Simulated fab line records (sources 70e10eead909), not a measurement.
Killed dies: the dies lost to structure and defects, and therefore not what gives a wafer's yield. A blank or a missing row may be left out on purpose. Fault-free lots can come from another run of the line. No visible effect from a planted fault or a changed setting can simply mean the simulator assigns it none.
Which of the tools did it? | flow nand-harc | 12 lots, 36 wafers sampled, at 1 step of a route of 1159

== WHAT THE GAUGES SHOWED, per wafer ==
NHARC_A_ONON_D1_THK_MEAS_08: measures by ellipsometry.
lot  | measured     | on            | thk-nm (nm)
L378 | day 7 21:02  | film-metro-02 | 1005 1005 1006
L376 | day 7 21:05  | film-metro-01 | 1012 1012 1012
L381 | day 8 13:20  | film-metro-02 | 994 993 992
L389 | day 10 18:50 | film-metro-01 | 1006 1006 1008
L391 | day 10 18:50 | film-metro-02 | 984 984 985
L387 | day 10 18:52 | film-metro-02 | 982 980 979
L388 | day 11 05:14 | film-metro-01 | 984 983 985
L392 | day 11 19:23 | film-metro-02 | 1000 1001 1001
L393 | day 12 00:40 | film-metro-01 | 997 997 997
L396 | day 12 12:31 | film-metro-02 | 988 985 984
L398 | day 13 00:14 | film-metro-01 | 1000 1002 1001
L399 | day 13 00:34 | film-metro-02 | 994 995 996

== TOOL THAT RAN EACH LOT (tool first, then ch and the chambers of the sampled wafers, then the start) ==
There is no process step in the record ahead of these readings.

== WHAT THE TOOLS THEMSELVES READ (means of the sampled wafers that have a number; where no wafer has one, the mark that the record gives instead) ==
The record holds no such reading with a usual standard deviation.

== THE ANSWER, worked out from the rows above alone ==
Rule: usual is defined by the lots themselves. The widest of any qualifying gaps counts: lots, ordered by their means at a reading, are off when they make up no more than a third of the lots, leave a main group of 4 or more, and stand apart from it by 3 or more times the standard deviation of that group's means. If all means in a main group match to the digits the tables above print for the reading, that group is not used. Also off: a lot with no number at a reading for which 4 or more lots have one. Where the step has rows for the other lots, those lots are counted as sound. After the gauges, taken in route order, come the tools' own readings; for these a lot's mean is taken, as printed above. The first step at which some lot is off is used, and at that step the reading that is off furthest; a lot without a number counts as furthest.
No lot is off on any of the readings shown, so nothing can be concluded from this.

== WHAT THE SIMULATOR HAD INSERTED ==
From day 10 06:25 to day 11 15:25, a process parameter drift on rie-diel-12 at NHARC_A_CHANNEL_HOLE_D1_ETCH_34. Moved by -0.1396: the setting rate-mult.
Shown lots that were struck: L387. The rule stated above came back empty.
